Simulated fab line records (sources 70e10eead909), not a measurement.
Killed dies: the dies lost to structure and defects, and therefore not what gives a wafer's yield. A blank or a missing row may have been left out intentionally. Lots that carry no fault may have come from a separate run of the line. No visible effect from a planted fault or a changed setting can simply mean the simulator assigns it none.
Which of the tools did it? | flow nand_harc | 35 wafers from 12 lots sampled at 5 of the route's 1302 steps

## WHAT EACH GAUGE READ, for each wafer
NHARC_END_SORT_01.
lot  | measured     | on        | killed_at_array | killed_at_other | killed_at_periphery | killed_dies | killed_open | killed_short
L818 | day 28 19:05 | prober-01 | 556 52          | 2 0             | 3 2                 | 561 54      | 4 3         | 2 1
L820 | day 29 08:01 | prober-01 | 554 549 14      | 2 0 1           | 2 4 3               | 558 553 18  | 4 5 4       | 4 4 1

## TOOL THAT RAN EACH LOT (tool first, then ch and the chambers of the sampled wafers, then the start)
lot  | NHARC_A_CONTACT_ETCH_132             | NHARC_A_CONTACT_DESCUM_13          | NHARC_A_CONTACT_ETCH_88            | NHARC_A_CONTACT_ETCH_135
L808 | har_cap_etch-02 ch 0,1, day 21 19:43 | rie_diel-08 ch 0,1,3, day 22 00:21 | rie_diel-08 ch 1,3, day 22 00:26   | har_cap_etch-03 ch 0,1, day 22 01:46
L809 | har_cap_etch-01 ch 0,1, day 22 16:44 | rie_diel-07 ch 0,2,3, day 22 21:44 | rie_diel-07 ch 0,1,3, day 22 21:50 | har_cap_etch-01 ch 0,1, day 22 23:04
L810 | har_cap_etch-02 ch 0,1, day 22 16:50 | rie_diel-08 ch 0,1, day 22 21:35   | rie_diel-08 ch 2,3, day 22 21:40   | har_cap_etch-02 ch 0,1, day 22 22:57
L818 | har_cap_etch-03 ch 0,1, day 26 11:28 | rie_diel-08 ch 1,2, day 26 18:01   | rie_diel-08 ch 1,3, day 26 18:05   | har_cap_etch-01 ch 0,1, day 26 19:19
L820 | har_cap_etch-03 ch 0,1, day 26 19:22 | rie_diel-08 ch 1,2, day 27 00:40   | rie_diel-08 ch 0,2,3, day 27 00:45 | har_cap_etch-01 ch 1, day 27 02:00
L825 | har_cap_etch-03 ch 0,1, day 29 23:24 | rie_diel-08 ch 0,1, day 30 07:00   | rie_diel-08 ch 2,3, day 30 07:05   | har_cap_etch-02 ch 1, day 30 08:22
L826 | har_cap_etch-02 ch 0,1, day 30 00:13 | rie_diel-07 ch 0,2,3, day 30 07:21 | rie_diel-07 ch 0,1,2, day 30 07:26 | har_cap_etch-01 ch 0,1, day 30 08:40
L827 | har_cap_etch-01 ch 0,1, day 30 06:34 | rie_diel-08 ch 0,1,3, day 30 11:53 | rie_diel-08 ch 0,1,2, day 30 11:58 | har_cap_etch-03 ch 0,1, day 30 13:14
L828 | har_cap_etch-03 ch 0,1, day 30 07:13 | rie_diel-04 ch 0,1, day 30 12:38   | rie_diel-04 ch 0,1,3, day 30 12:44 | har_cap_etch-02 ch 0,1, day 30 14:05
L829 | har_cap_etch-03 ch 0,1, day 31 02:36 | rie_diel-04 ch 1,3, day 31 07:23   | rie_diel-04 ch 0,1,3, day 31 07:29 | har_cap_etch-03 ch 1, day 31 08:52
L831 | har_cap_etch-02 ch 0,1, day 31 15:29 | rie_diel-08 ch 0,3, day 31 22:21   | rie_diel-08 ch 0,1, day 31 22:26   | har_cap_etch-02 ch 0,1, day 31 23:53
L830 | har_cap_etch-03 ch 0,1, day 31 18:39 | rie_diel-07 ch 0,1, day 32 00:05   | rie_diel-07 ch 0,1,2, day 32 00:10 | har_cap_etch-01 ch 0,1, day 32 01:25
- NHARC_A_CONTACT_ETCH_132: etches the open film in C4F8/O2/Ar, time 197 s, target depth 1924 nm.
- NHARC_A_CONTACT_DESCUM_13: chemistry O2, time 3 s.
- NHARC_A_CONTACT_ETCH_88: etches the open film in CF4, target depth 39 nm, time 65 s.
- NHARC_A_CONTACT_ETCH_135: etches the open film in C4F8/O2/Ar, time 311 s, target depth 1912 nm.

## AS READ BY THE TOOLS THEMSELVES (means over the sampled wafers that have a number; for cases with no such wafer, the mark the record gives instead)
NHARC_A_CONTACT_DESCUM_13.
lot  | tool        | drypump_motor_current_A (A) | oes_product_au (a.u.) | rf_vpp_V (V) | showerhead_plenum_p_Torr (Torr) | throttle_valve_pct (%)
L808 | rie_diel-08 | 6.0                         | 0.997                 | 57.5         | 1.91                            | 11.310
L809 | rie_diel-07 | 5.2                         | 0.995                 | 57.8         | 1.94                            | 11.308
L810 | rie_diel-08 | 6.4                         | 1.004                 | 57.6         | 1.96                            | 11.312
L818 | rie_diel-08 | 5.6                         | 1.006                 | 56.9         | 1.89                            | 11.311
L820 | rie_diel-08 | 5.7                         | 0.991                 | 58.2         | 1.91                            | 11.312
L825 | rie_diel-08 | 6.4                         | 1.005                 | 57.3         | 1.95                            | 11.311
L826 | rie_diel-07 | 5.2                         | 1.002                 | 57.8         | 1.92                            | 11.313
L827 | rie_diel-08 | 6.0                         | 1.003                 | 57.8         | 1.90                            | 11.314
L828 | rie_diel-04 | 5.6                         | 0.991                 | 58.0         | 1.99                            | 11.309
L829 | rie_diel-04 | 5.5                         | 0.993                 | 58.0         | 1.96                            | 11.315
L831 | rie_diel-08 | 6.3                         | 1.002                 | 57.6         | 1.91                            | 11.313
L830 | rie_diel-07 | 5.4                         | 1.007                 | 57.8         | 1.96                            | 11.309

NHARC_A_CONTACT_ETCH_88.
lot  | tool        | drypump_motor_current_A (A) | oes_product_au (a.u.) | rf_fwd_power_W (W) | rf_vpp_V (V) | showerhead_plenum_p_Torr (Torr) | throttle_valve_pct (%)
L808 | rie_diel-08 | 5.5                         | 1.009                 | 297.5              | 150.5        | 1.72                            | 13.292
L809 | rie_diel-07 | 5.5                         | 0.997                 | 296.3              | 152.8        | 1.85                            | 13.287
L810 | rie_diel-08 | 5.3                         | 0.996                 | 297.8              | 150.5        | 1.70                            | 13.285
L818 | rie_diel-08 | 5.6                         | 0.908                 | 298.2              | 150.2        | 1.73                            | 13.270
L820 | rie_diel-08 | 5.8                         | 0.878                 | 298.4              | 151.7        | 1.73                            | 13.283
L825 | rie_diel-08 | 5.3                         | 1.016                 | 297.7              | 150.1        | 1.69                            | 13.288
L826 | rie_diel-07 | 5.4                         | 1.003                 | 297.3              | 151.0        | 1.78                            | 13.279
L827 | rie_diel-08 | 6.0                         | 0.996                 | 298.5              | 151.6        | 1.76                            | 13.281
L828 | rie_diel-04 | 5.6                         | 1.004                 | 297.5              | 151.3        | 1.82                            | 13.287
L829 | rie_diel-04 | 5.6                         | 0.995                 | 297.0              | 152.2        | 1.82                            | 13.284
L831 | rie_diel-08 | 6.1                         | 1.006                 | 297.5              | 151.6        | 1.79                            | 13.283
L830 | rie_diel-07 | 5.4                         | 1.008                 | 298.0              | 150.6        | 1.78                            | 13.283

## THE ANSWER, worked out from the rows above alone
Rule: usual is defined by the lots themselves. Put in order of their means at a reading, lots are off if they are a third of the lots or fewer, leave a main group of 4 or more, and stand apart from it by a gap of 3 or more times the standard deviation of the main group's means; of several such gaps the widest counts. If all means in a main group match to the digits the tables above print for the reading, that group is not used. A lot without any number at a reading at which 4 lots or more have one is off too. Any other lot the step has rows for is counted as sound. First the gauges in route order, then the tools' own readings, where a lot's mean is used as printed above. At the first step where some lot is off, the reading lying furthest off is the one used; lots without a number count as furthest.
Off, at NHARC_A_CONTACT_ETCH_88 on oes_product_au: L818, L820. Main group: mean 1.003 a.u., sd 0.0066.
A tool fits if, at that step or a process step before it, it ran every lot that is off, and no sound lot after the first of them. No candidate that was tried fits.

## WHAT HAD BEEN PUT IN BY THE SIMULATOR
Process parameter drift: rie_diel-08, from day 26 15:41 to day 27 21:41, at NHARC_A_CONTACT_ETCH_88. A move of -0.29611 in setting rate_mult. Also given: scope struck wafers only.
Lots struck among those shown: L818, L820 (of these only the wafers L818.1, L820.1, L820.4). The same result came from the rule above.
